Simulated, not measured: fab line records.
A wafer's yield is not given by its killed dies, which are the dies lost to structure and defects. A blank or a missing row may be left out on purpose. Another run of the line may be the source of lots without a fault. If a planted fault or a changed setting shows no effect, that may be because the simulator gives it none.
fab line records + flow n5Finfet
record
- lots=5
- wafers=14
- lastDay=17
route steps=1938 shown BEOL_M9@1437 PASSIVATION@1936
lots with no fault: from the same line, run without faults
startH: the number of hours between the record's first day and the start of the first shown wafer of the lot + waitH: how many hours have passed since the lot's step before this one + " the same as in the row above + L1.1+2: one row covering several wafers at once + - no value present, or no start provided + * or withheld: withheld + < > ~ a bound
route shown NAME@n: names a module that has steps shown in the file, with the first one's number in the route + usual: mean and standard deviation over wafers with no fault + same: alike in all rows + chamber/n: place in a boat + sites: the reading at each site + _std_site: how widely they spread, as a standard deviation + _edge_site: mean of outer sites minus mean of inner sites + radiusMm: how far each site lies from the wafer's centre + mask NAME#n: copy n + behind: the last tool/chamber to shape the wafer + hold: the reason the lot was held/the length of the hold in hours/how it ended + device: transistor that didn't switch, given as n, p or np + end of line: the route-end tests of the same wafers + for a step that has no rows: nothing shown but its recipe + killed: at the first sort, the dies lost to defects and structure; wafer yield is something else + map: shows each die of a wafer: x if killed, . if not, _ if none is there
set.NAME: the setting as run; set.NAME@STEP: as run at that earlier step + model.NAME: the simulator's own value behind a step, which no gauge read
a table for each step, a row for each wafer; lots at some steps of the route
services: from which hour (startH, from the record's first day; less than 0 if before it) a tool's chamber was out of use, for how many hours, and why
## steps
# step N5_BEOL_M9_DESCUM_33
# recipe
- chemistry=O2
- timeS=7
- sourcePowerW=50
- biasPowerW=20
- pressureMtorr=20
- rfFrequencyHz=2.712e+07
- tempC=40
- resist=CAR-EUV
- o2FlowSccm=225
# step N5_BEOL_M9_ETCH_76
# recipe
- chemistry=N2/H2
- target=underlayer
- targetDepthA=65
- maskMaterial=CAR-EUV
- timeS=5.2
- ionEnergyEv=200
- pressureMtorr=30
- sourceW=840
- biasW=150
- n2FlowSccm=200
- h2FlowSccm=200
- ends=cleared
# step N5_BEOL_M9_ETCH_65
# recipe
- chemistry=CF4
- target=SiARC
- targetDepthA=156
- maskMaterial=CAR-EUV
- timeS=26
- ionEnergyEv=80
- pressureMtorr=40
- sourceW=545
- biasW=36
- Ar_flow_sccm=100
- cf4FlowSccm=100
- ends=cleared
# step N5_BEOL_M9_ETCH_66
# recipe
- chemistry=N2/H2
- target=SOC
- targetDepthA=800
- overetchA=160
- maskMaterial=SiARC
- tempC=40
- timeS=120
- ionEnergyEv=200
- pressureMtorr=30
- sourceW=840
- biasW=150
- n2FlowSccm=200
- h2FlowSccm=200
# step N5_BEOL_M9_STRIP_69
# recipe
- chemistry=N2/H2
- tempC=40
- n2FlowSccm=200
- h2FlowSccm=200
- rfFrequencyHz=6e+07
# step N5_BEOL_M9_STRIP_77
# recipe
- chemistry=N2/H2
- tempC=40
- n2FlowSccm=200
- h2FlowSccm=200
- rfFrequencyHz=6e+07
# step N5_BEOL_M9_VIA_ETCH_34
# recipe
- chemistry=C4F6/O2
- target=SiCOH_lowk
- targetDepthA=1824
- maskMaterial=SOC
- taperDeg=4
- timeS=68.4
- ionEnergyEv=250
- pressureMtorr=30
- sourceW=345
- biasW=185
- Ar_flow_sccm=300
- C4F6_flow_sccm=10
- O2_flow_sccm=10
# step N5_BEOL_M9_STRIP_73
# recipe
- chemistry=C4F6/O2
- resist=SiARC
- rfFrequencyHz=6e+07
# step N5_BEOL_M9_STRIP_36
# recipe
- chemistry=N2/H2
- powerW=450
- tempC=40
- pressureMtorr=20
- rfFrequencyHz=6e+07
- overashFraction=0.3
- biasPowerW=7
- h2Frac=0.5
- n2FlowSccm=200
- h2FlowSccm=200
# step N5_BEOL_M9_TRENCH_ETCH_37
# recipe
- chemistry=C4F6/O2
- targetDepthA=1514.3
- target=SiCOH_lowk
- timeS=49
- ionEnergyEv=250
- pressureMtorr=30
- sourceW=345
- biasW=185
- Ar_flow_sccm=300
- C4F6_flow_sccm=10
- O2_flow_sccm=10
# usual
- biasW=185.0/0.58
- drypumpMotorCurrentA=5.7/0.42
- oesProductAu=0.77/0.086
- rfVppV=663/16
- showerheadPlenumPTorr=2.80/0.086
- throttleValvePct=21.01/0.27
| lot.wafer | tool       | chamber | startH | waitH | biasW | drypumpMotorCurrentA | oesProductAu | rfHoursCounterH | rfVppV | showerheadPlenumPTorr | throttleValvePct | model.etch.depthNm | model.BEOL_M9.featureDepthNm | model.TiN_of_BEOL_M9_HM_DEP_02.thkNm |
|-----------|------------|---------|--------|-------|-------|----------------------|--------------|-----------------|--------|-----------------------|------------------|--------------------|------------------------------|--------------------------------------|
| L694.2    | rieDiel-01 | 0       | 251.35 | -     | 185.7 | 6.4                  | 0.71         | 196             | 684    | 2.81                  | 20.67            | 148.4              | 148.4                        | 15.6                                 |
| L694.4    | "          | 3       | "      | "     | 184.6 | 6.1                  | 0.71         | 222             | 645    | 2.70                  | 21.47            | 155.2              | 155.2                        | 15.6                                 |
| L701.2    | rieDiel-01 | 3       | 281.04 | -     | 162.3 | 6.0                  | 0.69         | 230             | 582    | 2.69                  | 21.47            | 148.9              | 148.8                        | 15.8                                 |
| L701.5    | "          | 3       | "      | "     | 163.5 | 6.0                  | 0.69         | -               | 583    | 2.69                  | 21.47            | 147.5              | 147.6                        | 16                                   |
| L701.6    | "          | 0       | "      | "     | 161.1 | 6.4                  | 0.69         | -               | 616    | 2.80                  | 20.65            | 141.9              | 142                          | 16                                   |
| L700.4    | rieDiel-01 | 3       | 288.80 | -     | 162.0 | 6.1                  | 0.69         | 233             | 582    | 2.69                  | 21.48            | 147.1              | 147.2                        | 16.2                                 |
| L700.5    | "          | 0       | "      | "     | 162.7 | 6.4                  | 0.70         | -               | 617    | 2.80                  | 20.66            | 142.9              | 143                          | 16.2                                 |
| L700.6    | "          | 3       | "      | "     | 162.2 | 6.1                  | 0.69         | -               | 583    | 2.69                  | 21.47            | 148.2              | 148.2                        | 16.2                                 |
| L703.1    | rieDiel-01 | 1       | 314.04 | -     | 162.9 | 5.3                  | 0.70         | 196             | 624    | 2.69                  | 21.06            | 144.2              | 144.2                        | 16                                   |
| L703.2    | "          | 2       | "      | "     | 163.3 | 6.1                  | 0.69         | 198             | 600    | 2.92                  | 20.61            | 141.2              | 141.2                        | 16.2                                 |
| L703.6    | "          | 3       | "      | "     | 162.7 | 6.1                  | 0.67         | -               | 582    | 2.69                  | 21.48            | 145.8              | 145.8                        | 16.4                                 |
| L712.3    | rieDiel-02 | 3       | 343.62 | -     | 185.3 | 5.4                  | 0.77         | 126             | 673    | 2.86                  | 20.83            | 149.6              | 149.6                        | 15.8                                 |
| L712.4    | "          | 0       | "      | "     | 185.0 | 5.6                  | 0.85         | 46              | 670    | 2.92                  | 20.74            | 150.4              | 150.4                        | 16                                   |
| L712.5    | "          | 2       | "      | "     | 185.2 | 5.9                  | 0.70         | -               | 661    | 2.84                  | 21.09            | 146.3              | 146.4                        | 15.6                                 |
# step N5_BEOL_M9_ETCH_41
# recipe
- chemistry=CH3F/O2
- target=SiCN
- targetDepthA=366
- taperDeg=2
- timeS=70.1
- ionEnergyEv=120
- maskMaterial=TiN
- pressureMtorr=30
- sourceW=395
- biasW=75
- Ar_flow_sccm=150
- CH3F_flow_sccm=30
- O2_flow_sccm=20
# step N5_BEOL_M9_STRIP_80
# recipe
- chemistry=N2/H2
- timeS=10
- powerW=450
- tempC=40
- pressureMtorr=20
- rfFrequencyHz=6e+07
- biasPowerW=7
- n2FlowSccm=200
- h2FlowSccm=200
# step N5_BEOL_M9_HM_STRIP_39
# recipe
- chemistry=peroxideTinStrip
- material=TiN
- targetDepthA=250
- tempC=50
- timeS=158
# step N5_BEOL_M9_SRD_40
# recipe
- timeS=30
- tempC=23
- rinseLiquid=diw
- dry=ipaMarangoni
# step N5_BEOL_M9_PRECLEAN_42
# recipe
- chemistry=residueRemover
- timeS=60
- tempC=40
# step N5_BEOL_M9_SRD_43
# recipe
- timeS=30
- tempC=23
- rinseLiquid=diw
- dry=ipaMarangoni
# step N5_BEOL_M9_CURE_72
# recipe
- tempC=370
- timeS=120
- ambient=DMADMS/He
- material=SiCOH_lowk
# step N5_BEOL_M9_DEGAS_44
# recipe
- ambient=vacuum
- tempC=250
- timeS=60
# step N5_BEOL_M9_PRE_CLEAN_45
# recipe
- gas=H2/He
- timeS=30
- tempC=250
# step N5_BEOL_M9_ALD_74
# recipe
- material=TaN
- targetThkA=20
- tempC=275
- aldPrecursorFamily=PDMAT
- aldCoReactant=NH3
- pressureTorr=3
- carrierFlowSccm=1500
- pulseTimeS=2
- purgeTimeS=3
- coReactantPurgeTimeS=2
- coReactantPulseTimeS=3
- aldCycles=40
- precursorVesselTempC=75
- precursorVesselPressureTorr=26.25
- precursorVesselCarrierSccm=1000
# step N5_BEOL_M9_SURFACE_TREAT_79
# recipe
- gas=Ar
- timeS=*
- ionEnergyEv=*
- ionCurrentMaCm2=0.5
- pressureMtorr=*
- arFlowSccm=30
# step N5_BEOL_M9_CVD_78
# recipe
- material=Co
- targetThkA=20
- tempC=withheld
- precursor=CCTBA/H2
- pressureTorr=30
- timeS=138.9
# step N5_BEOL_M9_SPUTTER_48
# recipe
- material=Cu
- targetThkA=120
- tempC=-20
- biasV=60
- powerW=26000
- chamberPressurePa=0.13
- timeS=2
# step N5_BEOL_M9_ECD_50
# recipe
- material=Cu
- targetThkA=3180
# step N5_BEOL_M9_ANNEAL_51
# recipe
- tempC=225
- timeS=90
- ambient=N2
# step N5_BEOL_M9_CMP_52
# recipe
- stopOn=SiCOH_lowk
- tOverpolishS=7
- downForcePsi=1
- platenRpm=50
- clearingPlatenDownForcePsi=1.5
- clearingPlatenRpm=50
- postCmpClean=cuAlkaline
- targetThkNm=140
- clearingPlatenPadVelocityMS=0.99484
- padVelocityMS=0.99484
# usual
- barrierFieldEndpointS=28.7/0.88
- clearingPlatenRpm=50.002/0.024
- edgeZonePressureFrac=0.999/0.0053
- motorCurrentA=6.1/0.66
- overpolishRunS=6.999/0.0092
- timeToEndpointS=65/4
| lot.wafer | tool   | chamber | startH | waitH | barrierFieldEndpointS | clearingPlatenRpm | edgeZonePressureFrac | motorCurrentA | overpolishRunS | timeToEndpointS | model.Cu_of_BEOL_M9_ECD_50.thkNm |
|-----------|--------|---------|--------|-------|-----------------------|-------------------|----------------------|---------------|----------------|-----------------|----------------------------------|
| L694.2    | cmp-03 | 2       | 253.81 | 0.2   | 29.5                  | 49.977            | 0.997                | 6.1           | 7.003          | 64              | 137.2                            |
| L694.4    | "      | 0       | "      | "     | 30.2                  | 50.009            | 1.004                | 5.9           | 6.984          | 64              | 143.2                            |
| L701.2    | cmp-01 | 0       | 283.53 | 0.3   | 29.4                  | 49.984            | 0.995                | 6.1           | 6.999          | 62              | 136.8                            |
| L701.6    | "      | 2       | "      | "     | 28.7                  | 50.004            | 0.998                | 6.1           | 7.003          | 61              | 129.2                            |
| L701.5    | "      | 3       | "      | "     | 28.4                  | 49.998            | 1.001                | 5.4           | 7.001          | 59              | 134.2                            |
| L700.4    | cmp-01 | 3       | 292.47 | 0.1   | 28.5                  | 49.995            | 0.999                | 5.5           | 7.011          | 60              | 133.8                            |
| L700.5    | "      | 3       | "      | "     | 29.2                  | 49.989            | 0.993                | 5.3           | 6.996          | 60              | 129.6                            |
| L700.6    | "      | 0       | "      | "     | 28.2                  | 50.048            | 1.004                | 6.3           | 7.002          | 63              | 136.4                            |
| L703.1    | cmp-03 | 2       | 316.84 | 0.3   | 28.1                  | 49.978            | 1.009                | 6.3           | 7.016          | 63              | 131.6                            |
| L703.2    | "      | 3       | "      | "     | 28.9                  | 50.010            | 0.996                | 5.7           | 6.996          | 66              | 130                              |
| L703.6    | "      | 2       | "      | "     | 29.1                  | 50.000            | 1.011                | 5.9           | 6.988          | 68              | 133.6                            |
| L712.4    | cmp-03 | 2       | 345.85 | 0.2   | 28.6                  | 50.014            | 0.994                | 6.1           | 6.997          | 65              | 137.8                            |
| L712.3    | "      | 3       | "      | "     | 29.4                  | 50.068            | 1.001                | 5.6           | 6.990          | 66              | 138.2                            |
| L712.5    | "      | 1       | "      | "     | 28.9                  | 50.023            | 1.007                | 7.2           | 6.991          | 63              | 133.8                            |
# step N5_PASSIVATION_PROBE_49
# usual
- defectLimitedYield=91.3/1.4
- killed_at_M0_to_M3=33/9.9
- killed_at_M4_up=15/5.6
- killedAtContacts=13/5.7
- killedAtFrontEnd=38/12
- killedAtOther=4/3.1
- killedDies=103/17
- killedOnRim=13/4
- killedOpen=66/13
- killedShort=32/7.8
- sort_bin_4_leakage=0.02/0.16
- sort_bin_5_function=5.1/0.95
- sort_bin_6_memory=3.2/0.68
- sort_bin_8_speed=0.02/0.22
- sortNPass=1077/17
- sortYieldPct=91.3/1.5
# same
- grossDies=1180
- killedAtBackSide=0
| lot.wafer | tool      | chamber | startH | waitH | defectLimitedYield[%] | killed_at_M0_to_M3 | killed_at_M4_up | killedAtContacts | killedAtFrontEnd | killedAtOther | killedDies | killedOnRim | killedOpen | killedShort | sort_bin_4_leakage[%] | sort_bin_5_function[%] | sort_bin_6_memory[%] | sort_bin_8_speed[%] | sortNPass | sortYieldPct[%] |
|-----------|-----------|---------|--------|-------|-----------------------|--------------------|-----------------|------------------|------------------|---------------|------------|-------------|------------|-------------|-----------------------|------------------------|----------------------|---------------------|-----------|-----------------|
| L694.2    | prober-01 | -       | 305.38 | 0.1   | 89.8                  | 33                 | 12              | 18               | 49               | 8             | 120        | 12          | 84         | 35          | 0                     | 6.4                    | 3.5                  | 0                   | 1060      | 89.8            |
| L694.4    | prober-01 | -       | 305.48 | 0.2   | 89.1                  | 26                 | 14              | 31               | 55               | 3             | 129        | 16          | 88         | 38          | 0                     | 6.0                    | 4.4                  | 0                   | 1051      | 89.1            |
| L701.2    | prober-02 | -       | 345.99 | 0.1   | 93.6                  | 17                 | 8               | 20               | 29               | 2             | 76         | 14          | 48         | 26          | 0                     | 3.9                    | 2.2                  | 0                   | 1104      | 93.6            |
| L701.5    | prober-02 | -       | 346.14 | 0.2   | 92.8                  | 22                 | 12              | 9                | 42               | 0             | 85         | 10          | 63         | 22          | 0                     | 4.2                    | 2.9                  | 0                   | 1095      | 92.8            |
| L701.6    | prober-02 | -       | 346.19 | 0.3   | 94.6                  | 24                 | 14              | 12               | 13               | 1             | 64         | 10          | 39         | 21          | 0                     | 3.2                    | 2.0                  | 0.08                | 1115      | 94.5            |
| L700.4    | prober-02 | -       | 355.08 | 0.2   | 90.8                  | 48                 | 12              | 13               | 36               | 0             | 109        | 10          | 79         | 27          | 0                     | 5.8                    | 3.4                  | 0                   | 1071      | 90.8            |
| L700.5    | prober-02 | -       | 355.13 | 0.2   | 90.4                  | 32                 | 15              | 11               | 55               | 0             | 113        | 14          | 72         | 37          | 0                     | 6.0                    | 3.1                  | 0                   | 1067      | 90.4            |
| L700.6    | prober-02 | -       | 355.18 | 0.3   | 89.9                  | 22                 | 22              | 22               | 48               | 5             | 119        | 16          | 84         | 33          | 0                     | 6.3                    | 3.6                  | 0                   | 1061      | 89.9            |
| L703.1    | prober-02 | -       | 371.59 | 0.0   | 86.9                  | 58                 | 19              | 11               | 65               | 2             | 155        | 26          | 102        | 51          | 1.44                  | 8.0                    | 4.9                  | 0                   | 1008      | 85.4            |
| L703.2    | prober-02 | -       | 371.64 | 0.1   | 88.8                  | 42                 | 12              | 13               | 62               | 3             | 132        | 27          | 88         | 38          | 0                     | 7.0                    | 3.4                  | 0                   | 1048      | 88.8            |
| L703.6    | prober-02 | -       | 371.84 | 0.3   | 89.8                  | 32                 | 17              | 26               | 42               | 3             | 120        | 13          | 77         | 41          | 0                     | 6.1                    | 3.6                  | 0                   | 1060      | 89.8            |
| L712.3    | prober-02 | -       | 406.25 | 0.1   | 93.1                  | 25                 | 11              | 15               | 23               | 7             | 81         | 13          | 60         | 16          | 0                     | 3.8                    | 2.7                  | 0                   | 1099      | 93.1            |
| L712.4    | prober-02 | -       | 406.30 | 0.2   | 93.9                  | 19                 | 17              | 12               | 22               | 2             | 72         | 6           | 40         | 29          | 0                     | 3.1                    | 2.5                  | 0                   | 1108      | 93.9            |
| L712.5    | prober-02 | -       | 406.35 | 0.2   | 92.8                  | 22                 | 13              | 13               | 36               | 1             | 85         | 16          | 48         | 33          | 0                     | 4.7                    | 2.3                  | 0                   | 1095      | 92.8            |
# killed by level:class
L694.2 MOL_CONTACT_COAG:geometricParticle:open=14 STI_FIN_REVEAL:geometricParticle:open=13 FIN_SAQP:geometricParticle:short=9 FIN_SAQP:geometricParticle:open=7 BEOL_M0_SAQP:geometricParticle:open=7 BEOL_M0_SAQP:geometricParticle:short=7 BEOL_M1:geometricParticle:open=6 BEOL_M3:geometricParticle:open=6
L694.4 MOL_CONTACT_COAG:geometricParticle:open=26 FIN_SAQP:geometricParticle:open=7 STI_FIN_REVEAL:geometricParticle:open=7 DUMMY_GATE:geometricParticle:open=7 BEOL_M0_SAQP:geometricParticle:open=6 BEOL_M1:geometricParticle:open=6 FIN_SAQP:geometricParticle:short=5 GATE_CUT:geometricParticle:short=5
L701.2 MOL_CONTACT_COAG:geometricParticle:open=17 STI_FIN_REVEAL:geometricParticle:open=7 BEOL_M0_SAQP:geometricParticle:open=6 GATE_CUT:geometricParticle:short=5 BEOL_M0_SAQP:geometricParticle:short=5 MOL_CONTACT_COAG:geometricParticle:short=3 STARTING-WAFER:geometricParticle:open=3 FIN_SAQP:geometricParticle:short=2
L701.5 STI_FIN_REVEAL:geometricParticle:open=18 STI_FIN_REVEAL:geometricParticle:short=6 MOL_CONTACT_COAG:geometricParticle:open=6 BEOL_M1:geometricParticle:open=6 BEOL_M0_SAQP:geometricParticle:open=5 BEOL_M2:geometricParticle:open=5 STARTING-WAFER:geometricParticle:open=5 FIN_SAQP:geometricParticle:open=4
L701.6 MOL_CONTACT_COAG:geometricParticle:open=8 BEOL_M0_SAQP:geometricParticle:short=8 BEOL_M0_SAQP:geometricParticle:open=6 BEOL_M4:geometricParticle:open=4 BEOL_M1:geometricParticle:open=3 BEOL_M2:geometricParticle:open=3 BEOL_M6:geometricParticle:open=3 STI_FIN_REVEAL:geometricParticle:short=2
L700.4 STI_FIN_REVEAL:geometricParticle:open=14 MOL_CONTACT_COAG:geometricParticle:open=12 BEOL_M0_SAQP:geometricParticle:open=10 BEOL_M2:geometricParticle:open=9 BEOL_M0_SAQP:geometricParticle:short=8 BEOL_M3:geometricParticle:open=8 FIN_SAQP:geometricParticle:open=5 FIN_SAQP:geometricParticle:short=4
L700.5 STI_FIN_REVEAL:geometricParticle:open=12 BEOL_M2:geometricParticle:open=9 FIN_SAQP:geometricParticle:open=8 MOL_CONTACT_COAG:geometricParticle:open=8 FIN_SAQP:geometricParticle:short=7 GATE_CUT:geometricParticle:short=6 BEOL_M3:geometricParticle:open=6 BEOL_M0_SAQP:geometricParticle:short=4
L700.6 MOL_CONTACT_COAG:geometricParticle:open=19 FIN_SAQP:geometricParticle:open=12 FIN_SAQP:geometricParticle:short=10 BEOL_M3:geometricParticle:open=9 BEOL_M7:geometricParticle:open=7 GATE_CUT:geometricParticle:short=6 BEOL_M5:geometricParticle:open=5 GATE_CUT:geometricParticle:open=5
L703.1 BEOL_M0_SAQP:geometricParticle:short=24 FIN_SAQP:geometricParticle:open=21 BEOL_M0_SAQP:geometricParticle:open=21 STI_FIN_REVEAL:geometricParticle:open=15 BEOL_M4:geometricParticle:open=11 BEOL_M2:geometricParticle:open=8 MOL_CONTACT_COAG:geometricParticle:open=7 GATE_CUT:geometricParticle:short=7
L703.2 STI_FIN_REVEAL:geometricParticle:open=26 BEOL_M0_SAQP:geometricParticle:open=18 BEOL_M0_SAQP:geometricParticle:short=12 MOL_CONTACT_COAG:geometricParticle:open=11 FIN_SAQP:geometricParticle:open=8 GATE_CUT:geometricParticle:short=6 STI_FIN_REVEAL:geometricParticle:short=5 BEOL_M1:geometricParticle:short=5
L703.6 MOL_CONTACT_COAG:geometricParticle:open=21 BEOL_M0_SAQP:geometricParticle:open=12 BEOL_M0_SAQP:geometricParticle:short=9 FIN_SAQP:geometricParticle:open=6 BEOL_M4:geometricParticle:open=6 FIN_SAQP:geometricParticle:short=5 STI_FIN_REVEAL:geometricParticle:open=5 GATE_CUT:geometricParticle:short=5
L712.3 MOL_CONTACT_COAG:geometricParticle:open=13 STI_FIN_REVEAL:geometricParticle:open=9 BEOL_M2:geometricParticle:open=9 BEOL_M4:geometricParticle:open=8 BEOL_M1:geometricParticle:open=7 MIM_TOP:geometricParticle:short=4 BEOL_M0_SAQP:geometricParticle:open=3 BEOL_M6:geometricParticle:open=3
L712.4 BEOL_M2:geometricParticle:open=7 MOL_CONTACT_COAG:geometricParticle:open=7 GATE_CUT:geometricParticle:short=6 FIN_SAQP:geometricParticle:short=5 MOL_CONTACT_COAG:geometricParticle:short=5 BEOL_M0_SAQP:geometricParticle:short=4 BEOL_M5:geometricParticle:open=4 STI_FIN_REVEAL:geometricParticle:open=3
L712.5 MOL_CONTACT_COAG:geometricParticle:open=10 FIN_SAQP:geometricParticle:open=7 STI_FIN_REVEAL:geometricParticle:open=6 BEOL_M2:geometricParticle:open=6 STARTING-WAFER:geometricParticle:short=5 FIN_SAQP:geometricParticle:short=4 BEOL_M0_SAQP:geometricParticle:short=4 BEOL_M0_SAQP:geometricParticle:open=4
## services
| tool       | chamber | startH | hours | kind                          |
|------------|---------|--------|-------|-------------------------------|
| cmp-01     | -       | 231.05 | 4.0   | pm                            |
| cmp-01     | -       | 235.05 | -     | consumableReplace:conditioner |
| cmp-01     | -       | 235.05 | -     | consumableReplace:pad         |
| cmp-01     | -       | 248.78 | 5.1   | pm                            |
| cmp-01     | -       | 253.92 | 8.5   | pm                            |
| rieDiel-02 | 1       | 285.26 | 2.9   | repair                        |
| cmp-03     | -       | 296.81 | 5.0   | repair                        |
| cmp-03     | -       | 304.61 | 1.0   | repair                        |
| cmp-01     | -       | 308.38 | 0.3   | repair                        |
| rieDiel-02 | 2       | 311.15 | 15.1  | repair                        |
| cmp-01     | -       | 313.28 | 1.9   | repair                        |
| rieDiel-01 | 3       | 344.62 | -     | clean                         |
| rieDiel-01 | 3       | 344.62 | -     | consumableReplace:focusRing   |
| rieDiel-01 | 3       | 344.62 | -     | consumableReplace:showerhead  |
| rieDiel-01 | 3       | 344.62 | 16.0  | scheduledDown                 |
| rieDiel-01 | 3       | 344.62 | 16.0  | ventCycle                     |
## key
firstSign
- step=N5_BEOL_M9_TRENCH_ETCH_37
- reading=biasW
- direction=down
- sigmas=39
- usual=*
- struck=*
effect
- step=N5_BEOL_M9_TRENCH_ETCH_37
- reading=rfVppV
- direction=down
- sigmas=4.1
- usual=663
- struck=596
modelEffect
- step=N5_BEOL_M9_TRENCH_ETCH_37
- value=etch.depthNm
- without=151.4
- struck=145.3
modelEffect
- step=N5_BEOL_M9_CMP_52
- value=Cu_of_BEOL_M9_ECD_50.thkNm
- without=139
- struck=132.8
metAt N5_BEOL_M9_TRENCH_ETCH_37
struckWafers L700.4,L700.5,L700.6,L701.2,L701.5,L701.6,L703.1,L703.2,L703.6
onsetBetween 251.35 281.04
fault
- kind=processParameterDrift
- tool=rieDiel-01
- chamber=-
- onsetH=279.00
- steps=N5_BEOL_M9_TRENCH_ETCH_37
- channel=biasW
- offset=*
- shape=step
- endH=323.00
- actsIn=*
- stated=*
